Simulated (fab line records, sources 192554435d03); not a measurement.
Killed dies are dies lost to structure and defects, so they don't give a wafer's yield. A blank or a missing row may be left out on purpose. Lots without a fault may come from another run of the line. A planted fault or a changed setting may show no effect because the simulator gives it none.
Which tool did it? | flow n5_finfet | 12 lots, 36 wafers sampled, at 1 step of a route of 1938

WHAT THE GAUGES READ, wafer by wafer
N5_BEOL_M7_OVL_MEAS_12.
lot  | measured     | on         | M7_OVL (nm)
L075 | day 9 17:06  | overlay-01 | -0.4 0.6 -0.6
L076 | day 9 17:57  | overlay-01 | -0.2 -0.2 1.0
L078 | day 9 22:37  | overlay-02 | 0.1 -0.2 0.7
L081 | day 10 20:00 | overlay-02 | -0.5 -0.1 -0.8
L083 | day 11 06:00 | overlay-01 | 0.4 0.7 -0.3
L086 | day 12 05:26 | overlay-01 | 0.6 0.1 1.1
L088 | day 12 11:20 | overlay-02 | 0.6 0.9 0.9
L089 | day 12 19:22 | overlay-02 | -0.5 0.6 0.0
L091 | day 13 01:31 | overlay-01 | 0.0 0.2 0.4
L092 | day 13 19:20 | overlay-01 | -0.1 0.1 -0.4
L095 | day 14 14:47 | overlay-02 | 0.5 -0.5 -0.5
L097 | day 15 04:02 | overlay-01 | -0.1 -1.0 -1.2

WHICH TOOL RAN EACH LOT (tool, then ch and the chambers of the sampled wafers, then the start)
The record holds no process step before these readings.

THE ANSWER, worked out from the rows above alone
Rule: what is usual is taken from the lots themselves. Put in order of their means at a reading, lots are off if they are a third of the lots or fewer, leave a main group of 4 or more, and stand apart from it by a gap of 3 or more times the standard deviation of the main group's means; of several such gaps the widest counts. A main group whose means are all the same, to the digits that the tables above print for the reading, isn't used. A lot without any number at a reading at which 4 lots or more have one is off too. The other lots that the step has rows for count as sound.
No lot is off at any reading shown: from this, nothing can be told.

WHAT THE SIMULATOR HAD PUT IN
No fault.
